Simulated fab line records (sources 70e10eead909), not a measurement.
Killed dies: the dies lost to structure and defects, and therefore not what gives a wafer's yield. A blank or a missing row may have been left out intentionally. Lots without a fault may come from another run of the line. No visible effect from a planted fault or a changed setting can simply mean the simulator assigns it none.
8D (eight disciplines) problem report, filled in by code    flow nandHarc    the parts of the form that need people (team, actions taken, sign-off) are left out

== 1. THE ISSUE ==
killedAtPeriphery at NHARC_END_SORT_01 reads a mean of 94.5 on 2 wafers of 2 lots; wafers without a fault read 3.3 with a standard deviation of 2.2. Relative to the usual mean, that is a shift of +41 standard deviations.
The first sign was on wafer L262.1 at day 23 16:01, on prober-02. Wafers with a number at this step in the record: 2, from 2 lots. The rule behind "out" and "out of limits": a value lying over 4 standard deviations away from the usual mean. The other wafers with a number count as sound.

== 2. WHAT IT IS; WHAT IT IS NOT ==
question                     is                             is not
which readings at this step  killedAtPeriphery, killedDies  killedAtArray, killedAtOther, killedOpen, killedShort
which lots                   L261, L262                     -
which wafers of those lots   all that have a number         -
read on which gauges         prober-02                      -
when                         from day 23 16:01              up to then (0 sound wafers)

== 3. THE SUSPECTS, EACH WITH WHAT RULES IT OUT ==
Counting: a tool stays on the suspect list if, at a process step up to the reading, it processed all lots that are out and no sound lot following the first of them.
- the gauge at NHARC_END_SORT_01: kept. All the wafers that are out were read on prober-02, and no step on other tools shows them out.
- cvdW-02 at NHARC_P_CONTACT_CVD_23 (deposits W, target thk 200 nm, time 557 s): kept. It ran every lot that is out, first L262 (day 8 20:29), and no sound lot after that.
What counting leaves: cvdW-02 at NHARC_P_CONTACT_CVD_23 and prober-02 at NHARC_END_SORT_01.

== 4. THE CAUSE (what the simulator had put in) ==
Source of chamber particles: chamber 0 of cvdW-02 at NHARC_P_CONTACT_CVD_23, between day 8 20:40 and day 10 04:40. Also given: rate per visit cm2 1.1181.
Counting left 2 suspects, and this tool is among them.

== 5. THE EFFECT CHAIN, in route order ==
Each row: a reading where the mean over the struck wafers with a number is more than 3 standard deviations away from the usual. Only readings whose record carries a usual standard deviation are examined. hours: median over the lots of the time between each lot's start at the first step of this table that gives one and its start at this step. sigmas: the change, counted in usual standard deviations.
hours  step               reading            usual  on struck wafers  change  sigmas
0      NHARC_END_SORT_01  killedAtPeriphery  3.3    94.5              +91.2   +41
0      NHARC_END_SORT_01  killedDies         29     125               +96     +12

== 6. HOW IT WOULD HAVE BEEN CAUGHT EARLIER ==
The first out-of-limits reading at a measuring or inspecting step in this record came at day 23 16:01, 355 hours after the fault's start at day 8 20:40.
Tool readings at NHARC_P_CONTACT_CVD_23 with a usual standard deviation given in the record: none out on any struck wafer, hence no alarm at a limit of 4 standard deviations on them.
Lots out: 2; all had begun NHARC_P_CONTACT_CVD_23 on cvdW-02 by day 23 16:01. A hold on the tool at that time would have spared none of them.
